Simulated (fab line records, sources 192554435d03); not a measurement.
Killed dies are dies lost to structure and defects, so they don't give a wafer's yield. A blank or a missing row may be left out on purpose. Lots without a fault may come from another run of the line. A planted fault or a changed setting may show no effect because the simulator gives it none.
Problem report in the 8D (eight disciplines) form, filled by code | flow n5_finfet | the parts of the form that need people (team, actions taken, sign-off) are left out

1. THE PROBLEM
IOFF_N at N5_BEOL_M4_RC_MEAS_101 reads a mean of 0.51 nA/um on 6 wafers of 2 lots; wafers without a fault read 0.16 nA/um with a standard deviation of 0.035. That is +10 standard deviations from the usual mean.
First seen on wafer L130.2, day 14 06:26, on prober-01. The record holds 27 wafers of 9 lots with a number at this step. Rule for "out", or "out of limits": more than 4 standard deviations from the usual mean. The other wafers with a number count as sound.

2. WHAT IT IS AND WHAT IT IS NOT
question                    | is                                                    | is not
which readings at this step | IOFF_N, DIBL_N, IOFF_N_85C, IOFF_N_LIN, ION_N, REXT_N | SS_P
which lots                  | L129, L130                                            | L107, L112, L113, L115, L117, L118, L120
which wafers of those lots  | all that have a number                                | -
read on which gauges        | prober-01, prober-02                                  | -
when                        | from day 14 06:26                                     | up to then (21 sound wafers)

3. SUSPECTS, AND WHAT RULES EACH OUT
Counting: a tool at a process step up to the reading stays a suspect if it ran every lot that is out and no sound lot after the first of them.
- the gauge at N5_BEOL_M4_RC_MEAS_101: ruled out. The wafers that are out were read on 2 gauges (prober-01, prober-02).
- rtp_anneal-02 at N5_SD_ACTIVATION_RTA_00 (time 0 s): kept. It ran every lot that is out, first L129 (day 8 23:43), and no sound lot after that; its last sound lot up to then is L120 (day 6 16:58). Its own readings are out on those wafers: lamp_power_pct, lamp_zone_1_pct, lamp_zone_2_pct, lamp_zone_3_pct, lamp_zone_4_pct, lamp_zone_5_pct, lamp_zone_6_pct, lamp_zone_7_pct.
Left after counting: rtp_anneal-02 at N5_SD_ACTIVATION_RTA_00.

4. THE CAUSE (what the simulator had put in)
Process parameter drift: rtp_anneal-02, from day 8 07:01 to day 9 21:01, at N5_SD_ACTIVATION_RTA_00. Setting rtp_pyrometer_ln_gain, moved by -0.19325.
Counting left only this tool.

5. THE CHAIN OF EFFECTS, in route order
Each row: a reading whose mean over the struck wafers that have a number lies more than 3 standard deviations from the usual. Only readings for which the record gives a usual standard deviation are gone through. hours: the time from each lot's start at the first step in this table that gives one to its start at this step, as a median over the lots. sigmas: the change in usual standard deviations.
hours | step                    | reading            | usual       | on struck wafers | change | sigmas
0     | N5_SD_ACTIVATION_RTA_00 | lamp_power_pct     | 8.96 %      | 9.35             | +0.39  | +7.4
0     | N5_SD_ACTIVATION_RTA_00 | lamp_zone_1_pct    | 8.952 %     | 9.338            | +0.386 | +18
0     | N5_SD_ACTIVATION_RTA_00 | lamp_zone_2_pct    | 8.953 %     | 9.338            | +0.385 | +15
0     | N5_SD_ACTIVATION_RTA_00 | lamp_zone_3_pct    | 8.951 %     | 9.351            | +0.400 | +15
0     | N5_SD_ACTIVATION_RTA_00 | lamp_zone_4_pct    | 8.951 %     | 9.353            | +0.402 | +15
0     | N5_SD_ACTIVATION_RTA_00 | lamp_zone_5_pct    | 8.955 %     | 9.349            | +0.394 | +18
0     | N5_SD_ACTIVATION_RTA_00 | lamp_zone_6_pct    | 8.873 %     | 9.271            | +0.399 | +15
0     | N5_SD_ACTIVATION_RTA_00 | lamp_zone_7_pct    | 9.352 %     | 9.761            | +0.409 | +16
124   | N5_BEOL_M4_RC_MEAS_101  | DIBL_N             | 36.0 mV/V   | 48.4             | +12.4  | +6.9
124   | N5_BEOL_M4_RC_MEAS_101  | IOFF_N             | 0.16 nA/um  | 0.51             | +0.35  | +10
124   | N5_BEOL_M4_RC_MEAS_101  | IOFF_N_85C         | 3.0 nA/um   | 8.1              | +5.1   | +9.0
124   | N5_BEOL_M4_RC_MEAS_101  | IOFF_N_LIN         | 0.072 nA/um | 0.177            | +0.105 | +8.1
124   | N5_BEOL_M4_RC_MEAS_101  | IOFF_P_LIN         | 0.098 nA/um | 0.139            | +0.041 | +3.2
124   | N5_BEOL_M4_RC_MEAS_101  | ION_N              | 673 uA/um   | 745              | +72    | +5.5
124   | N5_BEOL_M4_RC_MEAS_101  | ION_P              | 461 uA/um   | 483              | +22    | +3.0
124   | N5_BEOL_M4_RC_MEAS_101  | REXT_N             | 75.3 ohm.um | 65.2             | -10.0  | -6.3
124   | N5_BEOL_M4_RC_MEAS_101  | SS_N               | 71.4 mV/dec | 74.2             | +2.8   | +4.7
124   | N5_BEOL_M4_RC_MEAS_101  | VT_N               | 250 mV      | 233              | -17    | -4.3
124   | N5_BEOL_M4_RC_MEAS_101  | VT_N_LVT           | 99 mV       | 83               | -16    | -3.9
243   | N5_PASSIVATION_PROBE_49 | sort_bin_4_leakage | 0.00 %      | 47.71            | +47.71 | +99 or more
243   | N5_PASSIVATION_PROBE_49 | sort_n_pass        | 1077        | 518              | -559   | -33
243   | N5_PASSIVATION_PROBE_49 | sort_yield_pct     | 91.2 %      | 43.9             | -47.3  | -34
The process steps in it:
- N5_SD_ACTIVATION_RTA_00: time 0 s.
- N5_PASSIVATION_PROBE_49

6. WHAT WOULD HAVE CAUGHT IT SOONER
In this record the first reading out of limits at a measuring or inspecting step was taken at day 14 06:26, 143 hours after the fault began at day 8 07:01.
The tool's own readings at N5_SD_ACTIVATION_RTA_00 were out on every struck wafer that the step has a row for (lamp_power_pct, lamp_zone_1_pct, lamp_zone_2_pct, lamp_zone_3_pct, lamp_zone_4_pct, lamp_zone_5_pct, lamp_zone_6_pct, lamp_zone_7_pct): an alarm limit on them would have fired on the first of those.
All the lots that are out (2) had begun N5_SD_ACTIVATION_RTA_00 on rtp_anneal-02 by day 14 06:26. A hold on the tool at that time would have spared none of them.
